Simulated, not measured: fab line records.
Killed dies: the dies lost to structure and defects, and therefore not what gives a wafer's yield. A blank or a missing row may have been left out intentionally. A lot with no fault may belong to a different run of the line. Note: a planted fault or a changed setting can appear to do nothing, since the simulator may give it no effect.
Chamber matching :: flow nandHarc :: 4 sister chambers for NHARC_A_STAIRCASE_DESCUM_252 on rieDiel-07
The step chemistry O2, time 3 s. 8 wafers are shown with their chamber, then 11 later ones without.

## WAFERS, EACH WITH ITS CHAMBER
wafer: L076.6
chamber: 2
drypumpMotorCurrentA (A): 5.8
showerheadPlenumPTorr (Torr): 1.79

wafer: L080.3
chamber: 3
drypumpMotorCurrentA (A): 6.1
showerheadPlenumPTorr (Torr): 1.88

wafer: L082.1
chamber: 3
drypumpMotorCurrentA (A): 6.0
showerheadPlenumPTorr (Torr): 1.88

wafer: L082.2
chamber: 0
drypumpMotorCurrentA (A): 5.1
showerheadPlenumPTorr (Torr): 1.87

wafer: L082.3
chamber: 2
drypumpMotorCurrentA (A): 5.8
showerheadPlenumPTorr (Torr): 1.78

wafer: L082.5
chamber: 0
drypumpMotorCurrentA (A): 5.1
showerheadPlenumPTorr (Torr): 1.87

wafer: L082.6
chamber: 1
drypumpMotorCurrentA (A): 6.3
showerheadPlenumPTorr (Torr): 1.92

wafer: L081.2
chamber: 1
drypumpMotorCurrentA (A): 6.3
showerheadPlenumPTorr (Torr): 1.92

## WAFERS WHOSE CHAMBER IS MISSING
wafer: L081.4
drypumpMotorCurrentA (A): 5.8
showerheadPlenumPTorr (Torr): 1.78

wafer: L081.6
drypumpMotorCurrentA (A): 6.0
showerheadPlenumPTorr (Torr): 1.88

wafer: L090.4
drypumpMotorCurrentA (A): 5.1
showerheadPlenumPTorr (Torr): 1.86

wafer: L090.5
drypumpMotorCurrentA (A): 6.0
showerheadPlenumPTorr (Torr): 1.87

wafer: L090.6
drypumpMotorCurrentA (A): 5.1
showerheadPlenumPTorr (Torr): 1.86

wafer: L092.3
drypumpMotorCurrentA (A): 6.0
showerheadPlenumPTorr (Torr): 1.87

wafer: L092.4
drypumpMotorCurrentA (A): 5.1
showerheadPlenumPTorr (Torr): 1.86

wafer: L092.5
drypumpMotorCurrentA (A): 5.1
showerheadPlenumPTorr (Torr): 1.86

wafer: L095.1
drypumpMotorCurrentA (A): 6.0
showerheadPlenumPTorr (Torr): 1.86

wafer: L095.4
drypumpMotorCurrentA (A): 6.0
showerheadPlenumPTorr (Torr): 1.86

wafer: L095.5
drypumpMotorCurrentA (A): 5.1
showerheadPlenumPTorr (Torr): 1.86

## CHAMBER TAKEN BY EACH
wafer: L081.4
from the rows above: 2
in truth: 2

wafer: L081.6
from the rows above: 3
in truth: 3

wafer: L090.4
from the rows above: 0
in truth: 0

wafer: L090.5
from the rows above: 3
in truth: 3

wafer: L090.6
from the rows above: 0
in truth: 0

wafer: L092.3
from the rows above: 3
in truth: 3

wafer: L092.4
from the rows above: 0
in truth: 0

wafer: L092.5
from the rows above: 0
in truth: 0

wafer: L095.1
from the rows above: 3
in truth: 3

wafer: L095.4
from the rows above: 3
in truth: 3

wafer: L095.5
from the rows above: 0
in truth: 0
Placed correctly: 11 of 11. Not placeable from these rows: 0. Number placed wrongly: 0.
How it was worked out, from the rows above alone: a wafer's distance from a chamber is the root of the sum, over the readings, of the square of ((its reading less the chamber's mean) divided by the reading's scatter). The wafer belongs to the nearest chamber; if the next one is less than 2 further off, it can't be placed. For every chamber, the mean is computed from those of its wafers that are shown. How the scatter is found: for the shown wafers, subtract from each reading the mean of its chamber, square and add these, divide the total by (wafers less chambers), then take the root.
